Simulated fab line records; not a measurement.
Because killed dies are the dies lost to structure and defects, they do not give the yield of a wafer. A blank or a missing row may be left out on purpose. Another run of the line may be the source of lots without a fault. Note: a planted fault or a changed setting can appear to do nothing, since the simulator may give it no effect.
Chamber matching + flow n5 finfet + N5_BEOL_M7_VIA_ETCH_34 on rie diel-03 has 4 sister chambers
The step etches SiCOH lowk in C4F6/O2, target depth 125.5 nm, time 50.5 s. 8 wafers are shown with their chamber, then 8 later ones without.

WAFERS WITH THEIR CHAMBER
| wafer  | chamber | showerhead plenum p Torr (Torr) | throttle valve pct (%) |
|--------|---------|---------------------------------|------------------------|
| L076.1 | 3       | 2.75                            | 20.91                  |
| L076.2 | 0       | 2.72                            | 21.02                  |
| L082.6 | 3       | 2.75                            | 20.93                  |
| L086.2 | 0       | 2.71                            | 21.04                  |
| L086.6 | 1       | 2.91                            | 20.69                  |
| L087.1 | 1       | 2.91                            | 20.69                  |
| L087.6 | 2       | 2.72                            | 20.94                  |
| L088.1 | 2       | 2.72                            | 20.95                  |

WAFERS MISSING THEIR CHAMBER
| wafer  | showerhead plenum p Torr (Torr) | throttle valve pct (%) |
|--------|---------------------------------|------------------------|
| L088.4 | 2.74                            | 20.94                  |
| L088.6 | 2.71                            | 21.09                  |
| L094.1 | 2.90                            | 20.70                  |
| L094.5 | 2.72                            | 20.94                  |
| L094.6 | 2.90                            | 20.72                  |
| L095.3 | 2.90                            | 20.71                  |
| L095.4 | 2.74                            | 20.96                  |
| L095.6 | 2.74                            | 20.94                  |

EACH ONE'S CHAMBER
| wafer  | from the rows above     | in truth |
|--------|-------------------------|----------|
| L088.4 | 3                       | 3        |
| L088.6 | 0                       | 0        |
| L094.1 | 1                       | 1        |
| L094.5 | 2                       | 2        |
| L094.6 | 1                       | 1        |
| L095.3 | 1                       | 1        |
| L095.4 | can't be placed: 3 or 2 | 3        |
| L095.6 | 3                       | 3        |
Correct placement for 7 of the 8. Not placeable from these rows: 1 (in 1, the candidates include the true chamber). Number placed wrongly: 0.
How it was worked out, from the rows above alone: a wafer's distance from a chamber is the root of the sum, over the readings, of the square of ((its reading less the chamber's mean) divided by the reading's scatter). The wafer belongs to the nearest chamber; if the next one is less than 2 further off, it can't be placed. For every chamber, the mean is computed from those of its wafers that are shown. The scatter: the root of (the sum of the squares of (reading less its chamber's mean) over the shown wafers, divided by (wafers less chambers)).
